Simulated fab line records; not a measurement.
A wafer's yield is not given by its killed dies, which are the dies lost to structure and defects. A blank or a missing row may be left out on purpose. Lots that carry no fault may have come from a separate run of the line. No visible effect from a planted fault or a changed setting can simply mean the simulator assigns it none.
Matching of chambers    flow nandHarc    NHARC_A_STAIRCASE_DESCUM_291 on rieDiel-08 has 4 sister chambers
The step chemistry O2, time 3 s. 27 wafers are shown with their chamber, then 12 later ones without.

== WAFERS PAIRED WITH THEIR CHAMBERS ==
wafer   chamber  drypumpMotorCurrentA (A)  showerheadPlenumPTorr (Torr)  oesProductAu (a.u.)
L074.1  0        6.0                       2.00                          1.006
L074.5  1        5.2                       1.97                          0.999
L074.6  0        6.0                       2.00                          1.004
L075.1  1        5.2                       1.97                          0.997
L075.2  0        5.9                       2.00                          1.005
L075.4  2        5.6                       1.83                          0.988
L077.1  3        5.7                       1.86                          1.005
L077.5  1        5.2                       1.97                          1.002
L077.6  2        5.6                       1.82                          1.004
L078.1  0        6.0                       2.00                          0.997
L078.2  1        5.2                       1.97                          0.988
L078.6  2        5.6                       1.82                          0.995
L076.2  3        5.7                       1.86                          1.001
L076.4  1        5.2                       1.97                          0.989
L076.6  1        5.2                       1.97                          0.997
L079.1  0        6.0                       2.00                          0.988
L079.2  1        5.2                       1.97                          0.989
L079.3  2        5.6                       1.82                          0.988
L080.2  3        5.7                       1.86                          1.004
L080.5  2        5.6                       1.82                          0.997
L080.6  1        5.2                       1.96                          0.995
L086.2  1        5.2                       1.96                          0.989
L086.5  2        5.6                       1.82                          0.998
L086.6  1        5.2                       1.96                          0.998
L085.2  0        6.0                       1.99                          0.995
L085.4  2        5.6                       1.82                          0.994
L085.6  0        6.0                       1.99                          1.006

SIGNATURES (means of the wafers above)
reading                chamber 0  chamber 1  chamber 2  chamber 3  scatter within a chamber
drypumpMotorCurrentA   5.986      5.200      5.600      5.700      0.0193
showerheadPlenumPTorr  1.9971     1.9670     1.8214     1.8600     0.00437
oesProductAu           1.00014    0.99430    0.99486    1.00333    0.00562
Rule: for a wafer and a chamber, the distance is found by dividing, reading by reading, the gap between the wafer's reading and the chamber's mean by the reading's scatter, squaring, summing and taking the root. If the next closest chamber is less than 2 further off than the closest, the wafer can't be placed; otherwise it belongs to the closest. The scatter is the square root of a quotient: the sum, over the shown wafers, of each reading's squared deviation from its chamber's mean, divided by wafers minus chambers.

== WAFERS WHOSE CHAMBER IS MISSING ==
wafer   drypumpMotorCurrentA (A)  showerheadPlenumPTorr (Torr)  oesProductAu (a.u.)
L088.3  5.6                       1.81                          1.000
L088.4  6.0                       1.99                          1.006
L088.5  5.2                       1.96                          0.986
L095.1  5.2                       1.96                          0.993
L095.5  6.0                       1.99                          1.000
L095.6  5.7                       1.85                          1.011
L094.2  6.0                       1.99                          0.989
L094.3  5.7                       1.85                          1.000
L094.6  5.6                       1.85                          0.994
L097.3  5.7                       1.85                          0.994
L097.5  6.0                       1.99                          1.005
L097.6  5.2                       1.95                          0.993

== THE CHAMBER EACH PASSED THROUGH ==
wafer   from the rows above      in truth
L088.3  2                        2
L088.4  0                        0
L088.5  1                        1
L095.1  1                        1
L095.5  0                        0
L095.6  3                        3
L094.2  0                        0
L094.3  3                        3
L094.6  can't be placed: 3 or 2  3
L097.3  3                        3
L097.5  0                        0
L097.6  1                        1
Correctly placed: 11 of 12. Cannot be placed on the basis of these rows: 1; the candidates contain the true chamber in 1. Wrongly placed: 0.
